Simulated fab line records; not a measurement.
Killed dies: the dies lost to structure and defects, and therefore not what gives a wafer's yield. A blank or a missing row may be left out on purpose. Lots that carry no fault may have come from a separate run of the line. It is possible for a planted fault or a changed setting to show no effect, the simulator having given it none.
A struck lot beside a sound one | flow n5Finfet | 21 steps out of a route of 1938
Sound: these wafers, L630.1, L630.2, L630.5. Struck: wafer L635.2 (left out: L635.1, L635.3 of the same lot, which were not struck); the cause appears at the end.
Each step with rows lists, per side, the tool, then ch with its chambers, then its first start. Under that, the readings that differ: sound wafers | struck wafers | difference of the means | sigmas: that difference in standard deviations of wafers without a fault.
alike: words and numbers the same on both sides, and readings whose means are apart by under 2 such deviations; not compared: readings that were withheld, readings missing a value for some wafer, numbers with overlapping values and no deviation given by the record, and bounds like >300 which may hide the same value.
A row with sigmas, a row that says differs or no value, or rows on one side alone: a step with any of these is where the two part. Non-overlapping numbers with no deviation appear without sigmas and do not part them. Lack of a reading on every wafer of one side parts them only where that side has two or more wafers.

first, 8 steps without rows for these wafers: N5_BEOL_M13_COAT_58 (time 60 s, resist thk 89 nm); N5_BEOL_M13_COAT_04 (resist thk 400 nm); N5_BEOL_M13_EBR_06; N5_BEOL_M13_SOFTBAKE_05 (time 60 s); N5_BEOL_M13_EXPOSE_07 (exposes mask V12); N5_BEOL_M13_PEB_08 (peb time 90 s); N5_BEOL_M13_DEVELOP_09 (develop time 45 s); N5_BEOL_M13_HARDBAKE_14 (time 120 s).
N5_BEOL_M13_CD_MEAS_10 targets a cd of 190 nm.
  sound on cdSem-03 ch 0, day 16 05:31; struck on cdSem-02 ch 0, day 17 03:19
  alike: cdNm
N5_BEOL_M13_OVL_MEAS_11:
  sound on overlay-01 ch 0, day 16 05:32; struck on overlay-01 ch 0, day 17 03:21
  alike: V12_OVL
N5_BEOL_M13_INSPECT_12: inspects for defects (macro).
  sound on defectInspect-02 at day 16 05:34; struck on defectInspect-02 at day 17 03:22
  alike: rawDefectCount
N5_BEOL_M13_DESCUM_15: chemistry O2, time 7.9 s.
  sound on rieDiel-02 ch 1,2,3, day 16 05:36; struck on rieDiel-03 ch 2, day 17 03:25
reading              | sound             | struck | difference | sigmas
oesProductAu (a.u.)  | 0.69 0.71 0.69    | 0.90   | +0.20      | +2
throttleValvePct (%) | 20.50 20.63 20.39 | 19.95  | -0.56      | -2
  alike: chamberPressureMTorr, drypumpMotorCurrentA, rfVppV, showerheadPlenumPTorr
  not compared: rfHoursCounterH
N5_BEOL_M13_ETCH_59: etches BARC in N2/H2, target depth 89 nm, overetch 26.7 nm, time 67.9 s.
  sound on rieDiel-02 ch 1,2,3, day 16 05:38; struck on rieDiel-03 ch 2, day 17 03:26
reading                                   | sound             | struck | difference | sigmas
oesProductAu (a.u.)                       | 0.59 0.62 0.59    | 0.86   | +0.26      | +3
rfVppV (V)                                | 519.7 519.6 526.5 | 527.0  | +5.1       | +2
runLengthS (s)                            | 91.7 90.5 90.3    | 68.1   | -22.7      | -37
model.coat_of_BEOL_M13_COAT_04.thkNm (nm) | 321.8 321.6 323   | 343.4  | +21.3      | 
model.etch.depthNm (nm)                   | 88.99 88.95 89.05 | 72.48  | -16.52     | 
  alike: chamberPressureMTorr, drypumpMotorCurrentA, h2FlowSccm, showerheadPlenumPTorr, throttleValvePct
  not compared: biasW, rfHoursCounterH
N5_BEOL_M13_VIA_ETCH_16: etches SiOC in C4F8/O2/Ar, target depth 921.7 nm.
  sound on rieDiel-02 ch 1,2,3, day 16 05:41; struck on rieDiel-03 ch 2, day 17 03:29
reading                                   | sound             | struck | difference | sigmas
biasW (W)                                 | 696.4 697.9 697.1 | 701.2  | +4.1       | +2
model.coat_of_BEOL_M13_COAT_04.thkNm (nm) | 78.8 77.2 74.6    | 95.8   | +18.9      | 
  alike: chamberPressureMTorr, drypumpMotorCurrentA, mfcArSccm, oesProductAu, rfVppV, showerheadPlenumPTorr, throttleValvePct
N5_BEOL_M13_STRIP_63: strips in N2/H2.
  sound on plasmaAsher-01 ch 0,1, day 16 05:55; struck on plasmaAsher-02 ch 0, day 17 03:44
reading                      | sound               | struck | difference | sigmas
chamberPressureMTorr (mTorr) | 1000.1 1000.2 999.2 | 1002.0 | +2.2       | +2
drypumpMotorCurrentA (A)     | 5.6 6.5 6.5         | 5.2    | -1.0       | -2
stripTimeToEndpointS (s)     | 30.2 29.7 29.0      | 35.1   | +5.5       | +5
  alike: h2FlowSccm, heaterPowerW, oesProductAu
  not compared: rfHoursCounterH
N5_BEOL_M13_STRIP_64: strips in N2/H2.
  sound on plasmaAsher-01 ch 0,1, day 16 05:59; struck on plasmaAsher-02 ch 0, day 17 03:47
reading                  | sound       | struck | difference | sigmas
drypumpMotorCurrentA (A) | 5.6 6.5 6.5 | 5.2    | -1.0       | -2
  alike: h2FlowSccm, heaterPowerW, oesProductAu, stripTimeToEndpointS
  not compared: rfHoursCounterH
then, 2 steps without rows for these wafers: N5_BEOL_M13_STRIP_71 (strips in post etch residue remover, time 60 s); N5_BEOL_M13_SRD_72 (time 30 s, dry time 30 s).
N5_BEOL_M13_CD_MEAS_17 targets a cd of 190 nm.
  sound on cdSem-01 at day 16 06:08; struck on cdSem-03 at day 17 03:56
reading   | sound             | struck | difference | sigmas
cdNm (nm) | 191.5 189.1 192.3 | 185.8  | -5.2       | -3
then, 1 step without rows for these wafers: N5_BEOL_M13_COAT_65 (time 60 s, resist thk 350 nm).
N5_PASSIVATION_PROBE_49:
  rows exist in the record for the struck wafers here (prober-01, day 18 15:20), but not for the sound ones

WHERE THEY PART
Last at N5_PASSIVATION_PROBE_49 as far as this record goes, first at N5_BEOL_M13_DESCUM_15.

WHY: whatever the simulator had introduced
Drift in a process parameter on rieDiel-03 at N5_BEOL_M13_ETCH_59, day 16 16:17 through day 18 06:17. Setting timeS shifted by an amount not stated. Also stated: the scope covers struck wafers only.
